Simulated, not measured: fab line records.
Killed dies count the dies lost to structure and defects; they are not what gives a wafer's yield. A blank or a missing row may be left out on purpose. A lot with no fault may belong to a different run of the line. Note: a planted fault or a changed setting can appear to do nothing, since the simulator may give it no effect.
Chamber matching ; flow n5-finfet ; 3 sister chambers for N5_BEOL_M10_CURE_71 on uv-cure-01
The step cures SiCOH lowk, time 240 s. 3 wafers are shown with their chamber, then 10 later ones without.

## WAFERS PAIRED WITH THEIR CHAMBERS
wafer;chamber;wafer_temp_C_max
L084.4;0;387.6
L088.6;1;385.9
L089.3;2;386.7

## WAFERS WHOSE CHAMBER IS MISSING
wafer;wafer_temp_C_max
L089.5;386.4
L091.2;386.7
L091.4;386.4
L091.6;386.3
L092.2;386.9
L092.4;386.3
L092.6;386.8
L096.2;385.7
L096.4;386.4
L096.6;386.4

## WHICH CHAMBER EACH ONE RAN IN
wafer;from the rows above;in truth
L089.5;can't be placed: 2 or 1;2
L091.2;2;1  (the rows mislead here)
L091.4;can't be placed: 2 or 1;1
L091.6;can't be placed: 2 or 1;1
L092.2;can't be placed: 2 or 0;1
L092.4;can't be placed: 2 or 1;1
L092.6;2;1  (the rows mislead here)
L096.2;1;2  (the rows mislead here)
L096.4;can't be placed: 2 or 1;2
L096.6;can't be placed: 2 or 1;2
Correct placement for 0 of the 10. Unplaceable from these rows: 7, with the true chamber sitting among the candidates in 6. Placed wrongly: 3.
How it was worked out, from the rows above alone: a wafer's distance from a chamber is the root of the sum, over the readings, of the square of ((its reading less the chamber's mean) divided by the reading's scatter). If the next closest chamber is less than 2 further off than the closest, the wafer can't be placed; otherwise it belongs to the closest. A chamber's mean is the mean of its shown wafers. The scatter: with one shown wafer a chamber, the root of the mean of the squares of how far each hidden wafer lies from its nearest shown one.
